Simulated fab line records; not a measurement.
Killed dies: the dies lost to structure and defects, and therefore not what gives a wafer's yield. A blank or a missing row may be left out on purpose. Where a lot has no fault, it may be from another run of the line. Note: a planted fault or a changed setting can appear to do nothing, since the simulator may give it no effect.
fab line records ; flow nandHarc ; part 1 of 2: steps 1 to 30 of 36
record: lots: 5; wafers: 15; lastDay: 23
route steps=1159 shown A_M1@1045 A_BONDPAD@1059
lots that met no fault: taken from a fault-free run of the same line
startH: hours from the record's opening day to when the first of the lot's shown wafers began ; waitH: hours elapsed since this lot's preceding step ; " repeats the value in the row above ; L1.1+2: a row that stands for several wafers ; - no value, or no start given ; * or withheld: withheld ; < > ~ a bound
route shown NAME@n: NAME is a module with steps in the file, n the number in the route of the first one ; usual: mean/standard deviation taken from wafers without a fault ; same: alike in all rows ; chamber/n: place in a boat ; sites: per-site readings ; _std_site: the values' standard deviation ; _edge_site: mean of outer sites minus mean of inner sites ; radiusMm: for every site, how far away it sits from the centre of the wafer ; mask NAME#n: copy n ; behind: the last tool/chamber to shape the wafer ; hold: the reason the lot was held/the length of the hold in hours/how it ended ; device: the n, p or np transistor that did not switch ; end of line: the same wafers' tests at the end of the route ; a step without rows: its recipe alone ; killed: the dies lost at the first sort to structure and to defects; this is not the yield of the wafer ; map: a wafer's dies, x killed, . not, _ none there
set.NAME: setting as actually run; set.NAME@STEP: the setting as run at that earlier step ; model.NAME: the simulator's own value behind a step, which no gauge read
lots at selected steps of the route; one table per step, one row per wafer
services: the hour from which a tool's chamber was out of use, counted from the record's first day as startH (under 0 if before that day), plus the number of hours and why
== steps ==
step: NHARC_A_M1_STRIP_19
recipe: timeS: 600; tempC: 30; chemistry: postEtchResidueRemover
lot.wafer;tool;chamber;startH;waitH
L075.1+6+5;wetBench-10;1,2,6;406.91;-
L088.3+6+1;wetBench-10;3,6,7;479.89;-
L091.1+2+3;wetBench-10;0,1,3;504.74;-
L092.2+5+1;wetBench-10;4,5,0;514.19;-
L093.6+5+2;wetBench-08;5,7,1;516.28;-
step: NHARC_A_M1_DEGAS_29
recipe: tempC: 250; timeS: 60
usual: heaterPowerW: 347/39
lot.wafer;tool;chamber;startH;waitH;heaterPowerW
L075.1;pvdSputter-01;-;407.21;-;349
L075.6;pvdSputter-01;-;407.21;-;337
L075.5;pvdSputter-01;-;407.21;-;348
L088.1;pvdSputter-02;-;480.17;-;399
L088.3;pvdSputter-02;-;480.17;-;307
L088.6;pvdSputter-02;-;480.17;-;394
L091.3;pvdSputter-01;-;505.03;-;320
L091.2;pvdSputter-01;-;505.03;-;357
L091.1;pvdSputter-01;-;505.03;-;328
L092.2;pvdSputter-02;-;514.49;-;329
L092.1;pvdSputter-02;-;514.49;-;317
L092.5;pvdSputter-02;-;514.49;-;333
L093.2;pvdSputter-03;-;516.56;-;392
L093.5;pvdSputter-03;-;516.56;-;322
L093.6;pvdSputter-03;-;516.56;-;351
step: NHARC_A_M1_PRE_CLEAN_30
recipe: timeS: 30; tempC: 280; gas: H2/He
usual: heaterPowerW: 425/49
lot.wafer;tool;chamber;startH;waitH;heaterPowerW
L075.1;pvdSputter-01;-;-;-;405
L075.6;pvdSputter-01;-;-;-;430
L075.5;pvdSputter-01;-;-;-;407
L088.3;pvdSputter-02;-;-;-;406
L088.1;pvdSputter-02;-;-;-;544
L088.6;pvdSputter-02;-;-;-;412
L091.1;pvdSputter-01;-;-;-;392
L091.2;pvdSputter-01;-;-;-;434
L091.3;pvdSputter-01;-;-;-;430
L092.1;pvdSputter-02;-;-;-;528
L092.2;pvdSputter-02;-;-;-;473
L092.5;pvdSputter-02;-;-;-;373
L093.2;pvdSputter-03;-;-;-;335
L093.5;pvdSputter-03;-;-;-;439
L093.6;pvdSputter-03;-;-;-;468
step: NHARC_A_M1_PVD_20
recipe: targetThkA: 50; biasV: 168.6; powerW: 15000; chamberPressurePa: 0.12; timeS: 8.06; substrateTempC: 50; material: TaN
usual: substrateTempC: 50.00/0.13; throttleValvePct: 30.4/1.2
lot.wafer;tool;chamber;startH;waitH;substrateTempC;throttleValvePct
L075.1;pvdSputter-01;-;-;-;49.90;29.2
L075.6;pvdSputter-01;-;-;-;49.82;29.9
L075.5;pvdSputter-01;-;-;-;50.13;29.3
L088.1;pvdSputter-02;-;-;-;49.98;31.6
L088.3;pvdSputter-02;-;-;-;50.05;30.5
L088.6;pvdSputter-02;-;-;-;50.18;30.3
L091.2;pvdSputter-01;-;-;-;49.93;29.1
L091.3;pvdSputter-01;-;-;-;50.08;29.7
L091.1;pvdSputter-01;-;-;-;49.72;29.3
L092.1;pvdSputter-02;-;-;-;49.71;29.4
L092.2;pvdSputter-02;-;-;-;50.09;29.0
L092.5;pvdSputter-02;-;-;-;50.12;30.6
L093.2;pvdSputter-03;-;-;-;50.01;30.9
L093.5;pvdSputter-03;-;-;-;49.93;31.7
L093.6;pvdSputter-03;-;-;-;50.07;29.8
step: NHARC_A_M1_PVD_21
recipe: targetThkA: 300; chamberPressurePa: 5; powerW: 5000; substrateTempC: 30; timeS: 20.49; material: Cu
usual: substrateTempC: 30.01/0.1; throttleValvePct: 30.3/1.2
lot.wafer;tool;chamber;startH;waitH;substrateTempC;throttleValvePct
L075.1;pvdSputter-01;-;-;-;30.12;29.2
L075.6;pvdSputter-01;-;-;-;29.90;29.0
L075.5;pvdSputter-01;-;-;-;30.16;29.1
L088.1;pvdSputter-02;-;-;-;29.98;29.0
L088.3;pvdSputter-02;-;-;-;30.04;31.4
L088.6;pvdSputter-02;-;-;-;30.03;29.3
L091.2;pvdSputter-01;-;-;-;30.10;29.4
L091.3;pvdSputter-01;-;-;-;29.81;28.8
L091.1;pvdSputter-01;-;-;-;29.99;29.9
L092.2;pvdSputter-02;-;-;-;30.05;31.6
L092.1;pvdSputter-02;-;-;-;29.92;29.5
L092.5;pvdSputter-02;-;-;-;30.07;31.7
L093.2;pvdSputter-03;-;-;-;29.82;31.3
L093.5;pvdSputter-03;-;-;-;30.10;31.9
L093.6;pvdSputter-03;-;-;-;30.06;29.5
step: NHARC_A_M1_ECD_22
recipe: targetThkA: 4000; bathTempC: 25; material: Cu
lot.wafer;tool;chamber;startH;waitH
L075.1+6+5;ecdCu-01;0,1,0;407.60;-
L088.1+3+6;ecdCu-02;1,0,1;480.59;-
L091.1+2+3;ecdCu-01;1,0,0;505.39;-
L092.1+2+5;ecdCu-01;0,1,1;514.88;-
L093.2+6+5;ecdCu-02;1,1,0;516.91;-
step: NHARC_A_M1_ANNEAL_31
recipe: tempC: 225; timeS: 90
usual: wafer_temp_C_max: 226.0/0.34
lot.wafer;tool;chamber;startH;waitH;wafer_temp_C_max
L075.1;rtpAnneal-01;0;407.98;0.3;225.9
L075.5;rtpAnneal-01;0;407.98;0.3;226.4
L075.6;rtpAnneal-01;0;407.98;0.3;227.4
L088.1;rtpAnneal-02;0;480.92;-;225.7
L088.3;rtpAnneal-02;0;480.92;-;225.9
L088.6;rtpAnneal-02;0;480.92;-;225.7
L091.1;rtpAnneal-01;0;506.08;-;226.4
L091.2;rtpAnneal-01;0;506.08;-;226.7
L091.3;rtpAnneal-01;0;506.08;-;226.2
L092.1;rtpAnneal-02;0;515.25;0.3;226.0
L092.2;rtpAnneal-02;0;515.25;0.3;225.6
L092.5;rtpAnneal-02;0;515.25;0.3;225.8
L093.2;rtpAnneal-02;0;517.37;-;225.8
L093.5;rtpAnneal-02;0;517.37;-;225.5
L093.6;rtpAnneal-02;0;517.37;-;225.5
step: NHARC_A_M1_CMP_23
recipe: tOverpolishS: 20; targetThkNm: 154.34
usual: motorCurrentA: 12.4/1.2; slurryFilterDpKPa: 13.50/0.14; timeToEndpointS: 27.6/2.8
lot.wafer;tool;chamber;startH;waitH;motorCurrentA;slurryFilterDpKPa;timeToEndpointS
L075.1;cmp-04;0;408.35;-;11.0;13.17;29.0
L075.6;cmp-04;3;408.35;-;12.4;13.32;28.5
L075.5;cmp-04;0;408.35;-;10.2;13.29;28.3
L088.3;cmp-04;3;481.26;-;12.9;13.55;28.1
L088.1;cmp-04;0;481.26;-;11.8;13.62;26.1
L088.6;cmp-04;3;481.26;-;12.5;13.47;29.5
L091.3;cmp-02;3;506.42;-;12.6;13.76;27.5
L091.1;cmp-02;0;506.42;-;13.4;13.84;31.0
L091.2;cmp-02;1;506.42;-;12.9;13.67;28.4
L092.1;cmp-01;3;515.63;-;12.4;13.46;24.8
L092.2;cmp-01;0;515.63;-;11.9;13.51;25.9
L092.5;cmp-01;3;515.63;-;12.2;13.48;23.8
L093.2;cmp-04;3;517.72;-;12.5;13.41;26.5
L093.5;cmp-04;1;517.72;-;12.7;13.51;23.3
L093.6;cmp-04;2;517.72;-;11.2;13.44;29.3
step: NHARC_A_M1_THK_MEAS_24
recipe: thkMeasGauge: xrf
usual: thkNm: 153.8/1.6
lot.wafer;tool;chamber;startH;waitH;thkNm
L075.1;filmMetro-01;-;408.65;-;154.8
L075.5;filmMetro-01;-;408.65;-;154.4
L075.6;filmMetro-01;-;408.65;-;153.0
L088.1;filmMetro-01;-;481.58;-;153.9
L088.3;filmMetro-01;-;481.58;-;154.3
L088.6;filmMetro-01;-;481.58;-;153.0
L091.1;filmMetro-01;-;506.74;-;154.2
L091.2;filmMetro-01;-;506.74;-;155.7
L091.3;filmMetro-01;-;506.74;-;153.3
L092.1;filmMetro-02;-;515.92;-;152.1
L092.2;filmMetro-02;-;515.92;-;154.5
L092.5;filmMetro-02;-;515.92;-;152.8
L093.2;filmMetro-02;-;517.98;-;155.0
L093.5;filmMetro-02;-;517.98;-;152.0
L093.6;filmMetro-02;-;517.98;-;153.4
step: NHARC_A_M1_SRD_25
lot.wafer;tool;chamber;startH;waitH
L075.1+5+6;wetBench-10;0,1,5;408.69;0.0
L088.6+3+1;wetBench-10;7,1,4;481.62;0.0
L091.1+2+3;wetBench-08;7,0,2;506.79;0.0
L092.5+1+2;wetBench-10;4,6,0;515.96;0.0
L093.2+6+5;wetBench-10;7,1,3;518.02;0.0
step: NHARC_A_M1_INSPECT_27
usual: rawDefectCount: 459/120
lot.wafer;tool;chamber;startH;waitH;rawDefectCount
L075.1;defectInspect-02;-;408.82;0.0;378
L075.5;defectInspect-02;-;408.82;0.0;379
L075.6;defectInspect-02;-;408.82;0.0;582
L088.1;defectInspect-01;-;481.73;0.0;503
L088.3;defectInspect-01;-;481.73;0.0;568
L088.6;defectInspect-01;-;481.73;0.0;423
L091.1;defectInspect-02;-;506.90;0.0;477
L091.2;defectInspect-02;-;506.90;0.0;397
L091.3;defectInspect-02;-;506.90;0.0;328
L092.1;defectInspect-02;-;516.10;0.0;386
L092.2;defectInspect-02;-;516.10;0.0;355
L092.5;defectInspect-02;-;516.10;0.0;641
L093.2;defectInspect-02;-;518.14;0.0;440
L093.5;defectInspect-02;-;518.14;0.0;500
L093.6;defectInspect-02;-;518.14;0.0;700
step: NHARC_A_M1_PRE_CLEAN_32
recipe: timeS: 12; tempC: 370; rfPowerW: 300; gas: NH3
usual: heaterPowerW: 617/64
lot.wafer;tool;chamber;startH;waitH;heaterPowerW
L075.1;pecvd-04;0;408.92;0.1;521
L075.5;pecvd-04;2;408.92;0.1;528
L075.6;pecvd-04;0;408.92;0.1;523
L088.1;pecvd-04;0;481.81;0.1;534
L088.3;pecvd-04;1;481.81;0.1;619
L088.6;pecvd-04;1;481.81;0.1;628
L091.1;pecvd-04;2;506.96;0.1;591
L091.3;pecvd-04;0;506.96;0.1;613
L091.2;pecvd-04;1;506.96;0.1;637
L092.1;pecvd-04;0;516.18;0.1;577
L092.2;pecvd-04;1;516.18;0.1;607
L092.5;pecvd-04;0;516.18;0.1;577
L093.2;pecvd-04;2;518.79;0.6;598
L093.6;pecvd-04;1;518.79;0.6;647
L093.5;pecvd-04;2;518.79;0.6;575
step: NHARC_A_M1_DEP_33
recipe: targetThkA: 300; tempC: 370; targetThkNm: 30; pressureTorr: 3; flowSccm: 200; rfW: 450; material: SiCN
usual: heaterPowerW: 559/63
lot.wafer;tool;chamber;startH;waitH;heaterPowerW
L075.1;pecvd-04;0;409.05;0.1;517
L075.5;pecvd-04;2;409.05;0.1;562
L075.6;pecvd-04;0;409.05;0.1;524
L088.1;pecvd-04;0;481.92;0.1;495
L088.3;pecvd-04;1;481.92;0.1;619
L088.6;pecvd-04;1;481.92;0.1;626
L091.1;pecvd-04;2;507.04;0.1;554
L091.3;pecvd-04;0;507.04;0.1;534
L091.2;pecvd-04;1;507.04;0.1;586
L092.1;pecvd-04;0;516.29;0.1;547
L092.2;pecvd-04;1;516.29;0.1;572
L092.5;pecvd-04;0;516.29;0.1;549
L093.2;pecvd-04;2;518.90;0.1;551
L093.6;pecvd-04;1;518.90;0.1;537
L093.5;pecvd-04;2;518.90;0.1;557
step: NHARC_A_BONDPAD_DEP_00
recipe: targetThkA: 2500; tempC: 370; targetThkNm: 250; pressureTorr: 3; flowSccm: 200; rfW: 450; material: SiCN
usual: heaterPowerW: 600/60
lot.wafer;tool;chamber;startH;waitH;heaterPowerW
L075.1;pecvd-03;2;409.56;-;642
L075.6;pecvd-03;2;409.56;-;624
L075.5;pecvd-03;0;409.56;-;642
L088.1;pecvd-01;1;482.48;-;537
L088.3;pecvd-01;2;482.48;-;516
L088.6;pecvd-01;0;482.48;-;520
L091.2;pecvd-03;0;507.60;-;591
L091.1;pecvd-03;1;507.60;-;676
L091.3;pecvd-03;2;507.60;-;633
L092.1;pecvd-03;0;516.80;-;626
L092.2;pecvd-03;2;516.80;-;669
L092.5;pecvd-03;0;516.80;-;636
L093.2;pecvd-03;1;519.41;-;631
L093.6;pecvd-03;1;519.41;-;653
L093.5;pecvd-03;2;519.41;-;630
step: NHARC_A_BONDPAD_CMP_29
recipe: targetThkNm: 200; material: SiCN
usual: motorCurrentA: 12.2/1.4; slurryFilterDpKPa: 13.52/0.14
lot.wafer;tool;chamber;startH;waitH;motorCurrentA;slurryFilterDpKPa
L075.1;cmp-04;1;409.97;-;12.2;13.44
L075.6;cmp-04;3;409.97;-;12.7;13.20
L075.5;cmp-04;0;409.97;-;10.8;13.41
L088.3;cmp-01;3;482.89;-;12.0;13.62
L088.1;cmp-01;0;482.89;-;11.6;13.44
L088.6;cmp-01;2;482.89;-;12.5;13.56
L091.1;cmp-04;2;508.00;-;11.4;13.70
L091.2;cmp-04;3;508.00;-;12.5;13.70
L091.3;cmp-04;0;508.00;-;11.4;13.42
L092.2;cmp-01;1;517.23;-;15.5;13.58
L092.1;cmp-01;0;517.23;-;11.3;13.55
L092.5;cmp-01;2;517.23;-;12.9;13.17
L093.2;cmp-03;3;519.87;-;11.2;13.68
L093.6;cmp-03;1;519.87;-;10.5;13.49
L093.5;cmp-03;2;519.87;-;10.3;13.47
step: NHARC_A_BONDPAD_THK_MEAS_30
recipe: thkMeasGauge: ellipsometry
usual: thkNm: 199.7/1.8
lot.wafer;tool;chamber;startH;waitH;thkNm
L075.1;filmMetro-02;-;410.18;0.2;198.9
L075.5;filmMetro-02;-;410.18;0.2;200.5
L075.6;filmMetro-02;-;410.18;0.2;199.0
L088.1;filmMetro-02;-;483.09;0.1;196.9
L088.3;filmMetro-02;-;483.09;0.1;198.1
L088.6;filmMetro-02;-;483.09;0.1;201.4
L091.1;filmMetro-02;-;508.26;0.2;198.8
L091.2;filmMetro-02;-;508.26;0.2;201.7
L091.3;filmMetro-02;-;508.26;0.2;201.3
L092.1;filmMetro-01;-;517.49;0.2;197.4
L092.2;filmMetro-01;-;517.49;0.2;196.9
L092.5;filmMetro-01;-;517.49;0.2;202.6
L093.2;filmMetro-02;-;520.07;0.2;204.0
L093.5;filmMetro-02;-;520.07;0.2;199.6
L093.6;filmMetro-02;-;520.07;0.2;204.1
step: NHARC_A_BONDPAD_SRD_31
lot.wafer;tool;chamber;startH;waitH
L075.5+1+6;wetBench-10;5,1,2;410.22;0.0
L088.3+1+6;wetBench-08;2,3,4;483.14;0.0
L091.3+2+1;wetBench-10;2,5,6;508.30;0.0
L092.5+1+2;wetBench-10;1,3,4;517.53;0.0
L093.5+2+6;wetBench-10;0,2,3;520.11;0.0
step: NHARC_A_BONDPAD_DEHYDRATE_01
recipe: tempC: 150; timeS: 120
lot.wafer;tool;chamber;startH;waitH
L075.1+5+6;lithoTrack-02;0;410.30;0.1
L088.1+3+6;lithoTrack-05;0;483.21;0.1
L091.1+2+3;lithoTrack-03;0;508.42;0.1
L092.1+2+5;lithoTrack-03;0;517.61;0.1
L093.2+5+6;lithoTrack-05;0;520.19;0.1
step: NHARC_A_BONDPAD_HMDS_02
recipe: timeS: 30
lot.wafer;tool;chamber;startH;waitH
L075.1+5+6;lithoTrack-02;0;-;-
L088.1+3+6;lithoTrack-05;0;-;-
L091.1+2+3;lithoTrack-03;0;-;-
L092.1+2+5;lithoTrack-03;0;-;-
L093.2+5+6;lithoTrack-05;0;-;-
step: NHARC_A_BONDPAD_COAT_33
recipe: tempC: 200; timeS: 65
lot.wafer;tool;chamber;startH;waitH
L075.1+5+6;lithoTrack-02;0;-;-
L088.1+3+6;lithoTrack-05;0;-;-
L091.1+2+3;lithoTrack-03;0;-;-
L092.1+2+5;lithoTrack-03;0;-;-
L093.2+5+6;lithoTrack-05;0;-;-
step: NHARC_A_BONDPAD_COAT_03
recipe: spinRpm: 2000; resistThkNm: 600
usual: spinSpeedRpm: 1999.8/1.4
lot.wafer;tool;chamber;startH;waitH;spinSpeedRpm
L075.1;lithoTrack-02;0;-;-;1999.0
L075.5;lithoTrack-02;0;-;-;1999.6
L075.6;lithoTrack-02;0;-;-;1999.1
L088.1;lithoTrack-05;0;-;-;2000.4
L088.3;lithoTrack-05;0;-;-;2000.5
L088.6;lithoTrack-05;0;-;-;2000.5
L091.1;lithoTrack-03;0;-;-;1999.5
L091.2;lithoTrack-03;0;-;-;2001.0
L091.3;lithoTrack-03;0;-;-;2001.2
L092.1;lithoTrack-03;0;-;-;2002.7
L092.2;lithoTrack-03;0;-;-;1999.9
L092.5;lithoTrack-03;0;-;-;2000.8
L093.2;lithoTrack-05;0;-;-;1997.9
L093.5;lithoTrack-05;0;-;-;1999.6
L093.6;lithoTrack-05;0;-;-;2002.5
step: NHARC_A_BONDPAD_SOFTBAKE_04
recipe: tempC: 125; timeS: 70
lot.wafer;tool;chamber;startH;waitH
L075.1+5+6;lithoTrack-02;0;-;-
L088.1+3+6;lithoTrack-05;0;-;-
L091.1+2+3;lithoTrack-03;0;-;-
L092.1+2+5;lithoTrack-03;0;-;-
L093.2+5+6;lithoTrack-05;0;-;-
step: NHARC_A_BONDPAD_EBR_05
lot.wafer;tool;chamber;startH;waitH
L075.1+5+6;lithoTrack-02;0;-;-
L088.1+3+6;lithoTrack-05;0;-;-
L091.1+2+3;lithoTrack-03;0;-;-
L092.1+2+5;lithoTrack-03;0;-;-
L093.2+5+6;lithoTrack-05;0;-;-
step: NHARC_A_BONDPAD_EXPOSE_06
recipe: na: 0.55; doseMj: 36.99; maskId: A_BPAD
lot.wafer;tool;chamber;startH;waitH;mask
L075.1+5+6;krfScanner-03;0;410.47;-;A_BPAD#0
L088.1+3+6;krfScanner-04;0;483.38;-;A_BPAD#0
L091.1+2+3;krfScanner-03;0;508.71;-;A_BPAD#0
L092.1+2+5;krfScanner-03;0;517.78;-;A_BPAD#0
L093.2+5+6;krfScanner-02;0;520.49;-;A_BPAD#0
step: NHARC_A_BONDPAD_PEB_07
recipe: pebTempC: 128; pebTimeS: 80
lot.wafer;tool;chamber;startH;waitH
L075.1+5+6;lithoTrack-05;0;410.54;0.1
L088.1+3+6;lithoTrack-03;0;483.44;0.1
L091.1+2+3;lithoTrack-03;0;508.78;0.1
L092.1+2+5;lithoTrack-05;0;517.85;0.1
L093.2+5+6;lithoTrack-05;0;520.55;0.1
step: NHARC_A_BONDPAD_DEVELOP_08
recipe: timeS: 50; devTempC: 22
lot.wafer;tool;chamber;startH;waitH
L075.1+5+6;lithoTrack-05;0;-;-
L088.1+3+6;lithoTrack-03;0;-;-
L091.1+2+3;lithoTrack-03;0;-;-
L092.1+2+5;lithoTrack-05;0;-;-
L093.2+5+6;lithoTrack-05;0;-;-
step: NHARC_A_BONDPAD_CD_MEAS_09
recipe: targetCdNm: 500; landingEnergyEv: 500
usual: cdNm: 501.5/2.6
lot.wafer;tool;chamber;startH;waitH;cdNm
L075.1;cdSem-03;0;410.63;-;505.3
L075.5;cdSem-03;0;410.63;-;505.0
L075.6;cdSem-03;0;410.63;-;505.1
L088.1;cdSem-02;0;483.53;-;503.2
L088.3;cdSem-02;0;483.53;-;502.8
L088.6;cdSem-02;0;483.53;-;503.0
L091.1;cdSem-01;0;508.86;-;502.4
L091.2;cdSem-01;0;508.86;-;503.3
L091.3;cdSem-01;0;508.86;-;498.4
L092.1;cdSem-01;0;517.93;-;500.1
L092.2;cdSem-01;0;517.93;-;502.4
L092.5;cdSem-01;0;517.93;-;504.1
L093.2;cdSem-01;0;520.64;-;504.1
L093.5;cdSem-01;0;520.64;-;501.4
L093.6;cdSem-01;0;520.64;-;497.9
step: NHARC_A_BONDPAD_OVL_MEAS_35
usual: overlayXNm: -1/6.9; overlayYNm: 0/6.5
lot.wafer;tool;chamber;startH;waitH;overlayXNm;overlayYNm
L075.1;overlay-02;-;410.72;-;2;6
L075.5;overlay-02;-;410.72;-;1;7
L075.6;overlay-02;-;410.72;-;1;7
L088.1;overlay-01;-;483.62;-;3;-6
L088.3;overlay-01;-;483.62;-;4;-7
L088.6;overlay-01;-;483.62;-;3;-6
L091.1;overlay-01;-;508.95;-;-5;6
L091.2;overlay-01;-;508.95;-;-5;6
L091.3;overlay-01;-;508.95;-;-5;6
L092.1;overlay-01;-;518.03;-;-14;-5
L092.2;overlay-01;-;518.03;-;-14;-5
L092.5;overlay-01;-;518.03;-;-14;-5
L093.2;overlay-02;-;520.72;-;-1;5
L093.5;overlay-02;-;520.72;-;-1;5
L093.6;overlay-02;-;520.72;-;-1;4
step: NHARC_A_BONDPAD_HARDBAKE_10
recipe: tempC: 118; timeS: 65
lot.wafer;tool;chamber;startH;waitH
L075.1+5+6;lithoTrack-05;0;410.78;0.1
L088.1+3+6;lithoTrack-05;0;483.67;0.0
L091.1+2+3;lithoTrack-05;0;509.00;0.0
L092.1+2+5;lithoTrack-05;0;518.08;0.0
L093.2+5+6;lithoTrack-05;0;520.77;0.0
step: NHARC_A_BONDPAD_DESCUM_11
recipe: timeS: 3; o2FlowSccm: 200; arFlowSccm: 0; biasPowerW: 0; chemistry: O2
usual: chamberPressureMTorr: 60.00/0.049; drypumpMotorCurrentA: 5.7/0.46; o2FlowSccm: 200.1/0.63; oesProductAu: 0.999/0.016; rfVppV: 57.9/0.87; showerheadPlenumPTorr: 1.95/0.081; throttleValvePct: 11.311/0.0091
lot.wafer;tool;chamber;startH;waitH;chamberPressureMTorr;drypumpMotorCurrentA;o2FlowSccm;oesProductAu;rfHoursCounterH;rfVppV;showerheadPlenumPTorr;throttleValvePct
L075.1;rieDiel-03;0;410.86;-;60.02;5.9;200.5;0.994;0;57.2;1.82;11.326
L075.6;rieDiel-03;0;410.86;-;59.99;5.8;199.5;0.998;-;57.9;1.82;11.314
L075.5;rieDiel-03;1;410.86;-;59.93;5.1;199.1;1.010;-;58.1;2.01;11.306
L088.3;rieDiel-03;2;483.75;-;59.98;5.7;199.8;0.983;3;58.7;1.96;11.322
L088.1;rieDiel-03;3;483.75;-;60.00;5.8;199.7;0.994;3;59.0;2.04;11.327
L088.6;rieDiel-03;2;483.75;-;59.94;5.7;200.3;0.992;-;57.2;1.96;11.325
L091.2;rieDiel-11;1;509.08;-;60.04;6.6;201.2;0.988;27;57.8;1.92;11.322
L091.3;rieDiel-11;2;509.08;-;59.95;4.8;198.5;0.968;26;58.1;1.84;11.314
L091.1;rieDiel-11;3;509.08;-;60.02;6.3;201.1;1.010;26;57.7;1.86;11.321
L092.1;rieDiel-03;2;518.16;-;59.98;5.6;199.1;0.996;4;57.3;1.96;11.315
L092.2;rieDiel-03;0;518.16;-;60.04;5.8;199.0;1.022;4;57.4;1.82;11.315
L092.5;rieDiel-03;1;518.16;-;60.02;5.1;200.2;1.027;-;59.7;2.01;11.297
L093.2;rieDiel-11;3;520.85;-;60.00;6.3;200.5;1.025;29;57.7;1.86;11.309
L093.6;rieDiel-11;3;520.85;-;60.01;6.3;200.6;1.013;-;59.2;1.86;11.318
L093.5;rieDiel-11;0;520.85;-;59.96;5.9;199.9;0.989;-;58.9;2.02;11.322
